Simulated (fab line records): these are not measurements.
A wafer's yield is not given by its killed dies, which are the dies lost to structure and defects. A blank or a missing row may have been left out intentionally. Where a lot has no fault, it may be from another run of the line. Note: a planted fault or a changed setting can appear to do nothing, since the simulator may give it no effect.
Which tool is to blame? + flow nand-harc + 12 lots, 36 wafers sampled, at 2 steps of a route of 1302

## WHAT EACH GAUGE READ, for each wafer
NHARC_A_M0_CD_MEAS_09: the cd target is 80 nm.
| lot  | measured     | on        | cd-nm (nm)     |
|------|--------------|-----------|----------------|
| L074 | day 23 08:13 | cd-sem-01 | 81.5 81.7 81.9 |
| L079 | day 23 21:53 | cd-sem-01 | 78.4 77.7 78.8 |
| L078 | day 24 05:56 | cd-sem-02 | 80.6 80.6 81.5 |
| L080 | day 25 08:59 | cd-sem-03 | 79.7 80.2 80.7 |
| L083 | day 26 12:06 | cd-sem-03 | 80.9 79.9 80.7 |
| L085 | day 27 02:16 | cd-sem-01 | 81.1 80.9 80.6 |
| L086 | day 27 18:20 | cd-sem-01 | 77.8 78.3 80.3 |
| L089 | day 28 20:44 | cd-sem-03 | 81.9 81.1 81.3 |
| L092 | day 29 20:47 | cd-sem-02 | 81.1 80.9 81.6 |
| L093 | day 30 16:53 | cd-sem-03 | 78.7 80.0 80.3 |
| L094 | day 30 23:56 | cd-sem-03 | 80.8 81.7 80.0 |
| L097 | day 31 15:41 | cd-sem-01 | 79.2 79.9 80.1 |

## WHAT TOOL EACH LOT RAN ON (gives the tool, then ch and the chambers of the sampled wafers, and finally the start)
| lot  | NHARC_A_BLC_CMP_25            |
|------|-------------------------------|
| L074 | cmp-02 ch 0,1,3, day 23 06:54 |
| L079 | cmp-03 ch 2,3, day 23 20:36   |
| L078 | cmp-01 ch 0,1,3, day 24 04:38 |
| L080 | cmp-03 ch 1,2, day 25 07:41   |
| L083 | cmp-03 ch 0,1,3, day 26 10:50 |
| L085 | cmp-01 ch 0,2,3, day 27 01:10 |
| L086 | cmp-02 ch 0,1,2, day 27 17:11 |
| L089 | cmp-01 ch 0,1,2, day 28 19:28 |
| L092 | cmp-02 ch 0,1,2, day 29 19:31 |
| L093 | cmp-03 ch 1,3, day 30 15:36   |
| L094 | cmp-01 ch 0,1,3, day 30 22:38 |
| L097 | cmp-03 ch 0,2,3, day 31 14:31 |
- NHARC_A_BLC_CMP_25: polishes, t overpolish 30 s, target thk 150 nm.

## THE ANSWER, worked out from the rows above alone
Rule: the lots themselves supply what counts as usual. The widest of any qualifying gaps counts: lots, ordered by their means at a reading, are off when they make up no more than a third of the lots, leave a main group of 4 or more, and stand apart from it by 3 or more times the standard deviation of that group's means. A main group whose means are all the same, to the digits that the tables above print for the reading, isn't used. A lot without any number at a reading at which 4 lots or more have one is off too. Any other lot the step has rows for is counted as sound.
Across all readings shown, no lot is off: no conclusion can be drawn from this.

## WHAT THE SIMULATOR HAD PUT IN
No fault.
